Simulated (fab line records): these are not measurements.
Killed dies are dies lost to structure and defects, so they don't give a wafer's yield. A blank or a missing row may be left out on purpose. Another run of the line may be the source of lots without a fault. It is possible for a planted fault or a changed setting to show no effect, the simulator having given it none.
fab line records	flow nand_harc
[record] lots = 12	wafers = 36	last_day = 25
route steps=1159 shown A_CHANNEL_HOLE_D1@463 END@1159
lots untouched by any fault: they come from a run of this same line in which no faults occurred
start_h: hours from the record's first day to the start of the lot's first wafer shown	wait_h: how many hours have passed since the lot's step before this one	" same as the row above	L1.1+2: a row that stands for several wafers	- no value, or no start was given	* or withheld: withheld	< > ~ a bound
route shown NAME@n: a module of which the file shows steps, and the number in the route of the first	usual: mean and standard deviation over wafers with no fault	same: alike in all rows	chamber/n: place in a boat	sites: per-site readings	_std_site: standard deviation across them	_edge_site: outer sites' mean less inner sites'	radius_mm: for every site, how far away it sits from the centre of the wafer	mask NAME#n: copy n	behind: tool/chamber where the wafer was last shaped	hold: reason for holding the lot/hours on hold/outcome of the hold	device: which transistor (n, p or np) failed to switch	end of line: the route-end tests of the same wafers	a step without rows: its recipe alone	killed: at the first sort, the dies lost to defects and structure; wafer yield is something else	map: a wafer's dies, x killed, . not, _ none there
set.NAME: setting as actually run; set.NAME@STEP: the setting as run at that earlier step	model.NAME: the simulator's own value behind a step, which no gauge read
one table for each step of the route and one row for each wafer, over a sample of lots
services: a tool's chamber out of use, with start hour (start_h, from the record's first day; less than 0 if before it), hours out, and reason
[[steps]]
[step NHARC_A_CHANNEL_HOLE_D1_OVL_MEAS_11]
[usual] overlay_x_nm = 0.1/0.82	overlay_y_nm = -0.2/0.75
lot.wafer	tool	chamber	start_h	wait_h	overlay_x_nm	overlay_y_nm
L110.3	overlay-01	-	179.37	-	-0.6	-1.6
L110.4	"	-	"	"	-1.0	-1.3
L110.5	"	-	"	"	-0.9	-2.1
L112.2	overlay-02	-	185.98	-	-0.8	-0.2
L112.3	"	-	"	"	-0.3	-0.2
L112.6	"	-	"	"	-0.4	-0.7
L113.1	overlay-02	-	194.08	-	0.9	-1.4
L113.4	"	-	"	"	1.1	-1.7
L113.5	"	-	"	"	1.2	-1.5
L114.1	overlay-01	-	199.39	-	1.0	-0.6
L114.3	"	-	"	"	0.6	-0.3
L114.4	"	-	"	"	0.5	-0.8
L117.2	overlay-02	-	217.95	-	-1.0	-0.1
L117.4	"	-	"	"	-1.6	0.6
L117.6	"	-	"	"	-1.4	0.7
L118.1	overlay-01	-	228.98	-	1.2	-0.6
L118.2	"	-	"	"	0.9	-0.5
L118.6	"	-	"	"	1.0	-0.3
L119.3	overlay-01	-	230.91	-	0.6	-0.7
L119.4	"	-	"	"	0.4	-0.8
L119.5	"	-	"	"	0.2	-0.3
L125.3	overlay-01	-	265.77	-	-0.1	0.3
L125.5	"	-	"	"	-0.6	0.5
L125.6	"	-	"	"	-0.5	0.6
L126.1	overlay-02	-	272.02	-	1.2	-0.3
L126.4	"	-	"	"	1.6	0.6
L126.5	"	-	"	"	1.6	0.4
L127.3	overlay-01	-	272.05	-	0.8	0.7
L127.4	"	-	"	"	-0.2	0.3
L127.5	"	-	"	"	0.0	1.1
L133.1	overlay-02	-	308.98	-	0.0	0.8
L133.2	"	-	"	"	-0.3	0.2
L133.6	"	-	"	"	-0.4	0.3
L132.2	overlay-02	-	319.36	-	-0.8	-0.6
L132.4	"	-	"	"	-1.1	-0.6
L132.5	"	-	"	"	-0.2	-0.3
[step NHARC_A_CHANNEL_HOLE_D1_ETCH_34]
[recipe] target_depth_a = 1540	time_s = 77	cf4_flow_sccm = 100	chf3_flow_sccm = 30	ar_flow_sccm = 0	rf_w = 500	bias_w = 200	chemistry = CF4/CHF3
[usual] bias_w = 200.0/0.66	cf4_flow_sccm = 100.0/0.31	chamber_pressure_mTorr = 24.999/0.025	drypump_motor_current_A = 5.6/0.37	oes_product_au = 0.952/0.022	rf_vpp_V = 371.2/2.5	showerhead_plenum_p_Torr = 1.59/0.073	throttle_valve_pct = 16.803/0.0086
lot.wafer	tool	chamber	start_h	wait_h	bias_w	cf4_flow_sccm	chamber_pressure_mTorr	drypump_motor_current_A	oes_product_au	rf_hours_counter_h	rf_vpp_V	showerhead_plenum_p_Torr	throttle_valve_pct
L110.4	rie_diel-13	0	-	-	200.5	99.9	24.953	5.2	0.962	5	375.3	1.68	16.807
L110.3	"	3	"	"	199.1	100.1	24.976	5.6	0.954	6	370.2	1.58	16.828
L110.5	"	0	"	"	200.1	100.2	25.018	5.2	0.967	-	376.5	1.68	16.799
L112.2	rie_diel-02	3	-	-	199.8	100.6	25.043	5.8	0.946	2	373.1	1.66	16.799
L112.3	"	0	"	"	201.1	100.1	24.991	5.7	0.954	2	372.5	1.61	16.787
L112.6	"	0	"	"	200.3	100.3	24.973	5.7	0.948	-	370.2	1.61	16.788
L113.4	rie_diel-13	3	-	-	199.3	100.5	24.998	5.6	0.920	7	370.3	1.58	16.811
L113.1	"	0	"	"	199.2	100.7	24.991	5.2	0.924	7	373.6	1.68	16.814
L113.5	"	1	"	"	201.2	99.6	24.958	5.9	0.917	-	370.3	1.58	16.801
L114.3	rie_diel-02	0	-	-	200.7	99.8	24.982	5.7	0.966	3	370.2	1.61	16.794
L114.4	"	2	"	"	200.7	99.5	24.990	5.5	0.973	3	373.4	1.67	16.790
L114.1	"	3	"	"	199.4	99.6	24.997	5.9	0.983	3	372.1	1.66	16.794
L117.4	rie_diel-13	3	-	-	199.3	100.1	25.007	5.6	0.927	9	370.4	1.58	16.801
L117.2	"	2	"	"	199.4	100.0	24.998	5.2	0.920	9	368.7	1.50	16.812
L117.6	"	3	"	"	200.6	100.1	24.996	5.6	0.923	-	369.0	1.58	16.805
L118.1	rie_diel-02	2	-	-	199.9	99.8	24.978	5.5	0.980	4	375.0	1.67	16.793
L118.2	"	1	"	"	200.0	100.3	24.991	6.2	0.987	4	365.9	1.47	16.816
L118.6	"	3	"	"	200.3	100.1	25.000	5.8	0.956	-	372.2	1.66	16.804
L119.4	rie_diel-11	2	-	-	200.4	100.5	24.995	5.9	0.960	2	372.0	1.63	16.818
L119.3	"	3	"	"	199.7	100.0	25.024	5.4	0.975	2	369.1	1.54	16.791
L119.5	"	1	"	"	200.1	100.0	25.044	4.8	0.969	-	373.0	1.67	16.802
L125.3	rie_diel-13	3	-	-	200.1	100.1	25.025	5.6	0.951	15	369.9	1.58	16.798
L125.6	"	0	"	"	199.9	99.9	24.986	5.3	0.975	-	374.5	1.68	16.811
L125.5	"	1	"	"	199.4	99.9	25.017	5.9	0.963	-	369.3	1.58	16.812
L126.1	rie_diel-11	3	-	-	199.9	100.0	24.989	5.4	0.929	4	370.1	1.54	16.797
L126.4	"	0	"	"	200.5	99.8	25.038	5.4	0.932	4	368.2	1.49	16.802
L126.5	"	3	"	"	199.6	99.7	25.034	5.4	0.930	-	369.8	1.54	16.812
L127.3	rie_diel-02	0	-	-	201.2	100.6	25.005	5.7	0.917	7	369.5	1.61	16.805
L127.4	"	1	"	"	199.7	99.7	24.971	6.2	0.919	8	368.7	1.47	16.790
L127.5	"	3	"	"	199.3	100.4	25.025	5.8	0.928	-	373.3	1.65	16.802
L133.1	rie_diel-02	3	-	-	201.2	100.2	25.000	5.9	0.911	10	374.1	1.65	16.797
L133.2	"	0	"	"	200.2	100.2	24.968	5.7	0.929	10	372.5	1.61	16.821
L133.6	"	3	"	"	201.6	100.2	24.988	5.8	0.923	-	371.5	1.65	16.800
L132.4	rie_diel-02	1	-	-	198.8	100.4	25.051	6.2	0.987	12	365.9	1.47	16.798
L132.2	"	3	"	"	200.0	100.2	24.995	5.9	0.964	11	373.4	1.65	16.811
L132.5	"	2	"	"	200.3	100.0	25.030	5.5	0.976	-	374.0	1.67	16.805
[step NHARC_A_CHANNEL_HOLE_D1_CD_MEAS_18]
[usual] cd_nm = 99.9/2.6
lot.wafer	tool	chamber	start_h	wait_h	cd_nm
L110.3	cd_sem-01	-	180.58	-	100.1
L110.4	"	-	"	"	94.9
L110.5	"	-	"	"	99.0
L112.2	cd_sem-02	-	187.19	-	103.6
L112.3	"	-	"	"	98.6
L112.6	"	-	"	"	104.8
L113.1	cd_sem-02	-	195.47	-	97.6
L113.4	"	-	"	"	97.9
L113.5	"	-	"	"	96.2
L114.1	cd_sem-03	-	200.61	-	103.5
L114.3	"	-	"	"	100.9
L114.4	"	-	"	"	99.9
L117.2	cd_sem-01	-	219.16	-	99.4
L117.4	"	-	"	"	100.9
L117.6	"	-	"	"	98.4
L118.1	cd_sem-03	-	230.20	-	101.4
L118.2	"	-	"	"	99.2
L118.6	"	-	"	"	101.1
L119.3	cd_sem-01	-	232.11	-	99.0
L119.4	"	-	"	"	96.9
L119.5	"	-	"	"	99.2
L125.3	cd_sem-01	-	266.99	-	100.1
L125.5	"	-	"	"	101.0
L125.6	"	-	"	"	99.4
L126.1	cd_sem-01	-	273.23	-	96.6
L126.4	"	-	"	"	97.9
L126.5	"	-	"	"	94.4
L127.3	cd_sem-02	-	273.27	-	102.0
L127.4	"	-	"	"	98.0
L127.5	"	-	"	"	100.2
L133.1	cd_sem-01	-	310.20	-	105.6
L133.2	"	-	"	"	101.0
L133.6	"	-	"	"	99.7
L132.2	cd_sem-03	-	320.56	-	97.0
L132.4	"	-	"	"	99.1
L132.5	"	-	"	"	98.9
[step NHARC_A_CHANNEL_HOLE_D1_ETCH_19]
[recipe] bias_v = 1200	source_w = 2500	pressure_mtorr = 15	time_s = 34.5	ar_flow_sccm = 375	c4f8_flow_sccm = 28.8	o2_flow_sccm = 96.2	temp_c = -20	target_depth_a = *	chemistry = C4F8/O2/Ar
[usual] bias_v = 1202/13	c4f8_flow_sccm = 28.81/0.084	chamber_pressure_mTorr = 15.001/0.012	drypump_motor_current_A = 5.8/0.51	showerhead_plenum_p_Torr = 3.78/0.066	throttle_valve_pct = 37.039/0.009
lot.wafer	tool	chamber	start_h	wait_h	bias_v	c4f8_flow_sccm	chamber_pressure_mTorr	drypump_motor_current_A	rf_hours_counter_h	showerhead_plenum_p_Torr	throttle_valve_pct
L110.4	har_etch-01	0	180.69	0.1	1191	28.91	15.012	5.7	-	3.87	37.044
L110.3	"	1	"	"	1215	28.98	15.006	5.2	-	3.81	37.038
L110.5	"	0	"	"	1194	28.72	15.011	5.7	-	3.87	37.028
L112.2	har_etch-02	1	187.26	0.1	1193	28.85	15.010	6.6	102	3.69	37.056
L112.3	"	1	"	"	1198	28.91	15.014	6.6	-	3.69	37.045
L112.6	"	0	"	"	1210	28.93	15.004	5.7	-	3.78	37.034
L113.1	har_etch-01	0	195.57	0.1	1206	28.77	14.989	5.7	198	3.87	37.039
L113.4	"	0	"	"	1205	28.69	15.018	5.7	-	3.87	37.048
L113.5	"	0	"	"	1214	28.66	14.998	5.7	-	3.87	37.021
L114.1	har_etch-02	0	200.72	0.1	1193	28.70	14.996	5.7	113	3.77	37.038
L114.3	"	1	"	"	1198	28.88	14.987	6.6	-	3.69	37.046
L114.4	"	0	"	"	1200	28.93	15.011	5.8	-	3.77	37.035
L117.2	har_etch-01	0	219.23	0.1	1205	28.83	15.011	5.7	207	3.86	37.042
L117.4	"	1	"	"	1208	28.90	15.014	5.1	-	3.80	37.052
L117.6	"	1	"	"	1207	28.77	15.008	5.1	-	3.80	37.044
L118.1	har_etch-01	0	230.29	0.1	1206	28.83	14.999	5.8	212	3.86	37.044
L118.2	"	1	"	"	1210	28.86	15.010	5.1	212	3.79	37.033
L118.6	"	1	"	"	1189	28.90	15.039	5.2	-	3.79	37.036
L119.3	har_etch-01	0	234.50	2.4	1230	28.85	15.011	5.7	-	3.86	37.042
L119.4	"	1	"	"	1202	28.76	14.990	5.1	-	3.79	37.044
L119.5	"	1	"	"	1205	28.80	15.022	5.1	-	3.79	37.049
L125.3	har_etch-01	1	267.12	0.1	1196	29.02	15.003	5.2	-	3.78	37.041
L125.5	"	0	"	"	1203	28.85	15.007	5.7	-	3.85	37.042
L125.6	"	1	"	"	1217	28.74	14.985	5.1	-	3.78	37.034
L126.1	har_etch-02	1	273.32	0.1	-	-	-	-	-	-	-
L126.4	"	0	"	"	-	-	-	-	-	-	-
L126.5	"	0	"	"	-	-	-	-	-	-	-
L127.3	har_etch-01	1	273.39	0.1	-	-	-	-	-	-	-
L127.4	"	0	"	"	-	-	-	-	-	-	-
L127.5	"	0	"	"	-	-	-	-	-	-	-
L133.1	har_etch-02	0	310.28	0.1	1213	28.78	15.014	5.7	155	3.75	37.020
L133.2	"	1	"	"	1211	28.79	15.002	6.6	155	3.66	37.037
L133.6	"	1	"	"	1200	28.73	14.978	6.6	-	3.66	37.037
L132.2	har_etch-01	1	322.00	1.4	1212	28.86	15.005	5.2	0	3.77	37.041
L132.4	"	0	"	"	1198	28.79	15.012	5.7	-	3.84	37.039
L132.5	"	1	"	"	1200	28.84	15.011	5.2	-	3.77	37.042
[step NHARC_END_SORT_01]
[recipe] temp_c = 25
[usual] killed_at_array = 28/11	killed_at_other = 0.7/1.1	killed_at_periphery = 2.9/2	killed_dies = 32/11	killed_open = 3.2/1.8	killed_short = 2.0/1.4
[same] gross_dies = 677
lot.wafer	tool	chamber	start_h	wait_h	killed_at_array	killed_at_other	killed_at_periphery	killed_dies	killed_open	killed_short
L126.1	prober-02	0	534.01	2.5	674	0	3	677	2	4
L126.4	prober-02	0	536.43	3.4	672	2	3	677	3	2
L126.5	prober-02	0	537.24	3.7	672	2	3	677	3	1
L127.3	prober-01	0	535.62	3.1	674	0	3	677	1	1
L127.4	prober-01	0	536.41	3.4	674	0	3	677	1	4
L127.5	prober-01	0	537.21	3.7	673	1	3	677	5	1
// killed by level:class
L126.1 A_CHANNEL_HOLE_D1:area_etch=643 A_SLIT:chamber_film_flake=11 A_STAIRCASE:chamber_film_flake=7 A_CONTACT:chamber_film_flake=5 A_CHANNEL_HOLE_D1:chamber_film_flake=3 P_ZERO_WELL:chamber_film_flake=2 P_ZERO_WELL:geometric_particle:open=1 A_ONON_D1:geometric_particle:short=1
L127.3 A_CHANNEL_HOLE_D1:area_etch=650 A_CHANNEL_HOLE_D1:chamber_film_flake=14 A_SGD_CUT:chamber_film_flake=4 A_STAIRCASE:chamber_film_flake=2 A_STAIRCASE:geometric_particle:short=1 A_M0:geometric_particle:open=1 P_ZERO_WELL:chamber_film_flake=1 P_STI:chamber_film_flake=1
L127.4 A_CHANNEL_HOLE_D1:area_etch=651 A_CHANNEL_HOLE_D1:chamber_film_flake=14 A_SGD_CUT:chamber_film_flake=3 A_ONON_D1:geometric_particle:short=2 P_STI:chamber_film_flake=2 A_STAIRCASE:chamber_film_flake=2 P_GATE:geometric_particle:open=1 A_CHANNEL_FILL_D1:geometric_particle:short=1
L126.4 A_CHANNEL_HOLE_D1:area_etch=643 A_SLIT:chamber_film_flake=16 A_CONTACT:geometric_particle:open=3 A_CONTACT:chamber_film_flake=3 P_ZERO_WELL:chamber_film_flake=2 A_CHANNEL_HOLE_D1:chamber_film_flake=2 A_STAIRCASE:chamber_film_flake=2 THIN_TSV:chamber_film_flake=2
L127.5 A_CHANNEL_HOLE_D1:area_etch=632 A_CHANNEL_HOLE_D1:chamber_film_flake=23 A_STAIRCASE:chamber_film_flake=6 A_WL_FILL:chamber_film_flake=3 A_CONTACT:chamber_film_flake=2 P_GATE:geometric_particle:open=1 P_CONTACT:geometric_particle:open=1 A_CHANNEL_HOLE_D1:geometric_particle:open=1
L126.5 A_CHANNEL_HOLE_D1:area_etch=642 A_SLIT:chamber_film_flake=13 A_STAIRCASE:chamber_film_flake=7 A_CONTACT:chamber_film_flake=5 P_ZERO_WELL:chamber_film_flake=3 A_CHANNEL_HOLE_D1:chamber_film_flake=2 A_CHANNEL_FILL_D1:geometric_particle:open=1 A_CONTACT:geometric_particle:short=1
[[services]]
tool	chamber	start_h	hours	kind
rie_diel-13	2	158.71	4.8	repair
rie_diel-02	0	159.70	-	clean
rie_diel-02	1	159.70	-	clean
rie_diel-02	2	159.70	-	clean
rie_diel-02	3	159.70	-	clean
rie_diel-02	0	184.20	-	clean
rie_diel-02	1	184.20	-	clean
rie_diel-02	2	184.20	-	clean
rie_diel-02	3	184.20	-	clean
rie_diel-11	-	189.50	9.0	pm
rie_diel-02	0	208.70	-	clean
rie_diel-02	1	208.70	-	clean
rie_diel-02	2	208.70	-	clean
rie_diel-11	-	215.80	2.6	repair
rie_diel-13	-	230.35	0.8	repair
rie_diel-13	1	233.97	10.8	repair
rie_diel-13	-	276.23	9.0	pm
har_etch-01	-	305.00	17.0	pm
har_etch-01	0	305.00	17.0	vent_cycle
har_etch-01	1	305.00	17.0	vent_cycle
har_etch-01	0	322.00	-	clean
har_etch-01	0	322.00	-	consumable_replace:focus_ring
har_etch-01	1	322.00	-	clean
har_etch-01	1	322.00	-	consumable_replace:focus_ring
[[key]]
[first_sign] step = NHARC_A_CHANNEL_HOLE_D1_ETCH_19	reading = tool_record	direction = missing
[effect] step = NHARC_END_SORT_01	reading = killed_at_array	direction = up	sigmas = 59	usual = 28	struck = 673
[more_kills_born_at] NHARC_A_CHANNEL_HOLE_D1_ETCH_19@har_etch-01 = 1933	NHARC_A_CHANNEL_HOLE_D1_ETCH_19@har_etch-02 = 1928
met_at NHARC_A_CHANNEL_HOLE_D1_ETCH_19
struck_lots L126,L127
later_rows_left_out L126.1,L126.4,L126.5,L127.3,L127.4,L127.5
tester_left_out L126,L127
not_acting_at NHARC_A_CHANNEL_HOLE_D1_OVL_MEAS_11,NHARC_A_CHANNEL_HOLE_D1_ETCH_34,NHARC_A_CHANNEL_HOLE_D1_CD_MEAS_18
onset_between 267.12 273.32
[fault] kind = skipped_step_whole	tool = har_etch-01,har_etch-02	chamber = -	onset_h = 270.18	steps = NHARC_A_CHANNEL_HOLE_D1_ETCH_19	scope = struck_lots_only
// tester_left_out: of these lots the tester's yield and bins aren't shown, on N5 and GAA mostly nor the transistor test; their killed dies are dies lost to structure and defects alone, not to doping, threshold or leakage, so they don't give the yield
// later_rows_left_out: the simulator's readings of these wafers behind a module that went badly wrong aren't trusted and aren't shown, but for the sort
